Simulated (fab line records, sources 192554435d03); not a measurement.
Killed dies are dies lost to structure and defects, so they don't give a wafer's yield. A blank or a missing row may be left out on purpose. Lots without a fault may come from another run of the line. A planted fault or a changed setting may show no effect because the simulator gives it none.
Split-lot experiment | flow n5_finfet | 7 lots, 21 wafers read, on a route of 1938 steps

THE SPLIT
At N5_BEOL_M13_EXPOSE_25 (exposes mask M13, target cd 210 nm), the setting dose_mj was moved away from the recipe's 22 on 6 of the 21 wafers read, by -2.5% to +6.3%. The other wafers ran this setting at the recipe's value.

FROM THE SPLIT TO THE READING: what the file shows between them, 3 steps
- N5_BEOL_M13_PEB_26: peb time 90 s
- N5_BEOL_M13_DEVELOP_27: develop time 45 s
- N5_BEOL_M13_HARDBAKE_32: time 120 s

THE READING
cd_nm, in nm, at N5_BEOL_M13_CD_MEAS_28 (target cd 209.5 nm). Fault-free wafers of this fab line usually give 209.9 nm, standard deviation 1.2 nm.

wafer  | tool, chamber at the split | dose_mj as run | against the recipe | cd_nm, nm | against lot-mates on the recipe
L078.1 | krf_scanner-01, 0          | 22             | recipe             | 211.2     | -
L078.3 | krf_scanner-01, 0          | 22             | recipe             | 208.1     | -
L078.4 | krf_scanner-01, 0          | 22             | recipe             | 210.7     | -
L081.3 | krf_scanner-02, 0          | 22             | recipe             | 209.5     | -
L081.4 | krf_scanner-02, 0          | 22             | recipe             | 209.3     | -
L081.6 | krf_scanner-02, 0          | 22             | recipe             | 209.4     | -
L083.2 | krf_scanner-02, 0          | 23.39          | +6.3%              | 218.5     | +9.0
L083.3 | krf_scanner-02, 0          | 22             | recipe             | 209.5     | -
L083.4 | krf_scanner-02, 0          | 23.39          | +6.3%              | 216.1     | +6.6
L084.1 | krf_scanner-01, 0          | 21.45          | -2.5%              | 209.8     | -2.1
L084.4 | krf_scanner-01, 0          | 21.45          | -2.5%              | 210.0     | -1.9
L084.5 | krf_scanner-01, 0          | 22             | recipe             | 211.9     | -
L085.2 | krf_scanner-02, 0          | 22             | recipe             | 210.4     | -
L085.4 | krf_scanner-02, 0          | 22             | recipe             | 209.3     | -
L085.5 | krf_scanner-02, 0          | 22             | recipe             | 211.3     | -
L095.1 | krf_scanner-02, 0          | 22             | recipe             | 209.9     | -
L095.4 | krf_scanner-02, 0          | 22             | recipe             | 208.7     | -
L095.6 | krf_scanner-02, 0          | 22             | recipe             | 208.4     | -
L097.1 | krf_scanner-02, 0          | 22             | recipe             | 208.7     | -
L097.2 | krf_scanner-02, 0          | 21.45          | -2.5%              | 204.6     | -4.1
L097.4 | krf_scanner-02, 0          | 21.45          | -2.5%              | 205.1     | -3.6

THE FIT
A straight line over all 21 wafers: cd_nm changes by +1.13 nm for each +1% of dose_mj; r = +0.86; the points scatter about the line by 1.6 nm.
The same after taking each lot's own level away (the mean of its wafers on the recipe; 21 wafers): +1.22 nm for each +1%; r = +0.95; scatter 0.9 nm.
On that fit, the largest move of dose_mj shifts the reading by 7.7 nm.
The lots' own levels span 208.70 to 211.90 nm, that is 2.7 times the standard deviation above.
So the lot-to-lot level changes the slope little: the two slopes agree.
Check: with one of the wafers moved furthest among these (+6.3%) left out of the fit, the line predicts +6.83 nm for it against its lot-mates. It came out at +9 nm against them.

THE WHOLE CHAIN: every reading that the file lists as answering this split, in the file's order
step                   | what it does             | reading                                                         | change (the file's fit)              | r (the file's)
N5_BEOL_M13_CD_MEAS_28 | target cd 209.5 nm       | cd_nm                                                           | +1.22 nm for each +1% of the setting | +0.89
N5_BEOL_M13_DESCUM_33  | chemistry O2, time 7.9 s | BEOL_M13.cd_nm (the simulator's own value, which no gauge read) | +1.13 nm for each +1% of the setting | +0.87

THE FILE'S OWN FIT
cd_nm changes by +1.22 nm for each +1% of dose_mj, r = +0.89.
